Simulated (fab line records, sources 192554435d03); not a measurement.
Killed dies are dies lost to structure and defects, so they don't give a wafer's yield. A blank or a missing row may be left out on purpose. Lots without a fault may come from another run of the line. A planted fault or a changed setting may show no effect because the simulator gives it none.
A struck lot beside a sound one | flow n5_finfet | 36 steps out of a route of 1938
Sound: wafers L172.2, L172.4, L172.5. Struck: wafers L166.2, L166.5. (L166.1 of the same lot was not struck and is left out.) The cause comes at the end.
At each step with rows: each side's tool, then ch and its chambers, then its first start. Under that, the readings that differ: sound wafers | struck wafers | difference of the means | sigmas: that difference in standard deviations of wafers without a fault.
alike: readings whose means differ by less than 2 such deviations, and words and numbers that are the same on both sides. not compared: withheld readings, readings that some wafer has no value for, bounds like >300 that may hide the same value, and numbers for which the record gives no deviation and whose values overlap.
The two part at a step that has a row with sigmas, a row that says differs or no value, or rows on one side only. Numbers that don't overlap but have no deviation are shown without sigmas and don't part them. A reading that every wafer of one side lacks parts them only if that side has two wafers or more.

first, 9 steps without rows for these wafers: N5_BEOL_M5_ANNEAL_89 (time 1800 s); N5_BEOL_M5_SPUTTER_90 (material Cu, target thk 4.5 nm, time 8.29 s); N5_BEOL_M5_ECD_50 (material Cu, target thk 300 nm); N5_BEOL_M5_ANNEAL_51 (time 90 s); N5_BEOL_M5_CMP_52 (polishes, stops on SiCOH lowk, t overpolish 6.9 s, target thk 62 nm); N5_BEOL_M5_PRE_CLEAN_77 (time 15 s); N5_BEOL_M5_CO_CAP_78 (material Co, precursor CCTBA/H2, target thk 2 nm, time 102.1 s); N5_BEOL_M5_PRE_CLEAN_55 (time 15 s); N5_BEOL_M5_DEP_56 (deposits SiCN from 3MS/NH3, target thk 8 nm, time 14 s).
N5_BEOL_M6_ILD_DEP_00: deposits SiCOH lowk from DEMS/porogen, target thk 179.75 nm, time 33.4 s.
  sound on pecvd-01 ch 1,2, day 15 08:26; struck on pecvd-03 ch 0,2, day 13 03:16
  reading                                            | sound             | struck      | difference | sigmas
  model.SiCOH_lowk_of_BEOL_M6_ILD_DEP_00.thk_nm (nm) | 177.4 183.2 182.8 | 187.4 188.6 | +6.9       |
  alike: heater_power_outer_w, heater_power_w, showerhead_plenum_p_Torr, throttle_valve_pct
then, 1 step without rows for these wafers: N5_BEOL_M6_CURE_74 (cures SiCOH lowk, time 240 s).
N5_BEOL_M6_THK_MEAS_01:
  sound on film_metro-02, day 15 09:30; struck on film_metro-01, day 13 05:46
  reading         | sound             | struck      | difference | sigmas
  M6_ILD_THK (nm) | 153.0 158.0 157.8 | 161.6 162.8 | +5.9       | +3
then, 23 steps without rows for these wafers: N5_BEOL_M6_PECVD_70 (deposits SiO2 from TEOS/O2, target thk 20 nm, time 22.7 s); N5_BEOL_M6_HM_DEP_02 (deposits TiN, target thk 20 nm); N5_BEOL_M6_COAT_59 (time 60 s, resist thk 100 nm); N5_BEOL_M6_COAT_60 (time 60 s, resist thk 35 nm); N5_BEOL_M6_COAT_05 (resist thk 90 nm); N5_BEOL_M6_EBR_07; N5_BEOL_M6_SOFTBAKE_06 (time 60 s); N5_BEOL_M6_EXPOSE_08 (exposes mask M6); N5_BEOL_M6_PEB_09 (peb time 60 s); N5_BEOL_M6_DEVELOP_10 (develop time 30 s); N5_BEOL_M6_DESCUM_16 (chemistry O2, time 7.9 s); N5_BEOL_M6_ETCH_61 (etches SiARC in CF4, target depth 45.5 nm, time 75.8 s); N5_BEOL_M6_ETCH_62 (etches SOC in N2/H2, target depth 110 nm, overetch 22 nm, time 165 s); N5_BEOL_M6_STRIP_68 (strips in N2/H2); N5_BEOL_M6_STRIP_67 (strips in CF4); N5_BEOL_M6_HM_OPEN_17 (chemistry Cl2/BCl3, target TiN, target depth 20 nm, overetch 6 nm); N5_BEOL_M6_STRIP_19 (strips in O2); N5_BEOL_M6_COAT_63 (time 60 s, resist thk 60 nm); N5_BEOL_M6_COAT_64 (time 60 s, resist thk 12 nm); N5_BEOL_M6_COAT_71 (time 60 s, resist thk 5 nm); N5_BEOL_M6_COAT_22 (resist thk 30 nm); N5_BEOL_M6_EBR_24; N5_BEOL_M6_SOFTBAKE_23 (time 60 s).
N5_BEOL_M6_CMP_52: polishes, stops on SiCOH lowk, t overpolish 6.9 s, target thk 80 nm.
  sound on cmp-02 ch 0,1,2, day 15 18:22; struck on cmp-03 ch 0,3, day 13 15:16
  reading                                            | sound             | struck      | difference | sigmas
  slurry_filter_dp_kPa (kPa)                         | 13.74 13.44 13.73 | 13.19 13.49 | -0.30      | -2
  model.SiCOH_lowk_of_BEOL_M6_ILD_DEP_00.thk_nm (nm) | 150 155 154.8     | 158.6 159.8 | +5.9       |
  alike: barrier_field_endpoint_s, clearing_platen_rpm, motor_current_A, overpolish_run_s, time_to_endpoint_s

WHERE THEY PART
First at N5_BEOL_M6_THK_MEAS_01; last, within this record, at N5_BEOL_M6_CMP_52.

WHY: what the simulator had put in
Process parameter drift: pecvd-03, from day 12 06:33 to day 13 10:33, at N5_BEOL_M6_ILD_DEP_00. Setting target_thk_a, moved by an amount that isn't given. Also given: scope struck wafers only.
